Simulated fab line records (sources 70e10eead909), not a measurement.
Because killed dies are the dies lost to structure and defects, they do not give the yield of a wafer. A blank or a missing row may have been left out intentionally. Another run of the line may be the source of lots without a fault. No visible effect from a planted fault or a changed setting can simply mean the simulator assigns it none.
Chamber matching :: flow nand-harc :: NHARC_THIN_TSV_DESCUM_14 on rie-diel-11 has 4 sister chambers
The step chemistry O2, time 3 s. 4 wafers are shown with their chamber, then 7 later ones without.

WAFERS WITH THEIR CHAMBER
wafer: L983.2
chamber: 1
showerhead-plenum-p-Torr (Torr): 2.01

wafer: L986.5
chamber: 3
showerhead-plenum-p-Torr (Torr): 2.01

wafer: L999.2
chamber: 2
showerhead-plenum-p-Torr (Torr): 1.94

wafer: L999.4
chamber: 0
showerhead-plenum-p-Torr (Torr): 1.87

WAFERS MISSING THEIR CHAMBER
wafer: L999.5
showerhead-plenum-p-Torr (Torr): 1.87

wafer: L103.1
showerhead-plenum-p-Torr (Torr): 1.87

wafer: L103.2
showerhead-plenum-p-Torr (Torr): 2.00

wafer: L103.3
showerhead-plenum-p-Torr (Torr): 2.01

wafer: L106.1
showerhead-plenum-p-Torr (Torr): 2.00

wafer: L106.3
showerhead-plenum-p-Torr (Torr): 1.87

wafer: L106.5
showerhead-plenum-p-Torr (Torr): 2.01

CHAMBER TAKEN BY EACH
wafer: L999.5
from the rows above: 0
in truth: 0

wafer: L103.1
from the rows above: 0
in truth: 0

wafer: L103.2
from the rows above: can't be placed: 1 or 3
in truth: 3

wafer: L103.3
from the rows above: can't be placed: 1 or 3
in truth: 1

wafer: L106.1
from the rows above: can't be placed: 1 or 3
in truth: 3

wafer: L106.3
from the rows above: 0
in truth: 0

wafer: L106.5
from the rows above: can't be placed: 1 or 3
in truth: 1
Correct placement for 3 of the 7. Not placeable from these rows: 4 (in 4, the candidates include the true chamber). 0 placed wrongly.
How it was worked out, from the rows above alone: a wafer's distance from a chamber is the root of the sum, over the readings, of the square of ((its reading less the chamber's mean) divided by the reading's scatter). If the next closest chamber is less than 2 further off than the closest, the wafer can't be placed; otherwise it belongs to the closest. For every chamber, the mean is computed from those of its wafers that are shown. The scatter: with one shown wafer a chamber, the root of the mean of the squares of how far each hidden wafer lies from its nearest shown one.
